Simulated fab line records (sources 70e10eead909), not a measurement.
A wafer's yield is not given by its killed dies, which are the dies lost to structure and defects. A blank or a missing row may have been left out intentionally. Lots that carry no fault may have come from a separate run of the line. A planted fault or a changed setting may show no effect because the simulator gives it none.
Chamber matching :: flow nand_harc :: NHARC_A_BONDPAD_DESCUM_11 on rie_diel-11: 4 sister chambers
The step chemistry O2, time 3 s. 4 wafers are shown with their chamber, then 12 later ones without.

EACH WAFER AND ITS CHAMBER
wafer: L899.1
chamber: 2
drypump_motor_current_A (A): 6.5

wafer: L901.1
chamber: 1
drypump_motor_current_A (A): 6.2

wafer: L901.2
chamber: 0
drypump_motor_current_A (A): 5.9

wafer: L901.6
chamber: 3
drypump_motor_current_A (A): 5.7

WAFERS MISSING THEIR CHAMBER
wafer: L902.2
drypump_motor_current_A (A): 5.9

wafer: L902.3
drypump_motor_current_A (A): 5.6

wafer: L902.5
drypump_motor_current_A (A): 6.2

wafer: L907.1
drypump_motor_current_A (A): 5.6

wafer: L907.4
drypump_motor_current_A (A): 5.9

wafer: L907.5
drypump_motor_current_A (A): 6.5

wafer: L911.2
drypump_motor_current_A (A): 5.7

wafer: L911.3
drypump_motor_current_A (A): 6.2

wafer: L911.4
drypump_motor_current_A (A): 5.9

wafer: L909.2
drypump_motor_current_A (A): 5.9

wafer: L909.4
drypump_motor_current_A (A): 5.6

wafer: L909.5
drypump_motor_current_A (A): 5.9

THE CHAMBER EACH PASSED THROUGH
wafer: L902.2
from the rows above: 0
in truth: 0

wafer: L902.3
from the rows above: 3
in truth: 3

wafer: L902.5
from the rows above: 1
in truth: 1

wafer: L907.1
from the rows above: 3
in truth: 3

wafer: L907.4
from the rows above: 0
in truth: 0

wafer: L907.5
from the rows above: 2
in truth: 2

wafer: L911.2
from the rows above: 3
in truth: 3

wafer: L911.3
from the rows above: 1
in truth: 1

wafer: L911.4
from the rows above: 0
in truth: 0

wafer: L909.2
from the rows above: 0
in truth: 0

wafer: L909.4
from the rows above: 3
in truth: 3

wafer: L909.5
from the rows above: 0
in truth: 0
Correctly placed: 12 of 12. Can't be placed from these rows: 0. Placed wrongly: 0.
How it was worked out, from the rows above alone: a wafer's distance from a chamber is the root of the sum, over the readings, of the square of ((its reading less the chamber's mean) divided by the reading's scatter). The wafer belongs to the nearest chamber; if the next one is less than 2 further off, it can't be placed. For every chamber, the mean is computed from those of its wafers that are shown. The scatter (one wafer shown for each chamber): square how far every hidden wafer sits from the nearest shown wafer, average those squares and take the square root.
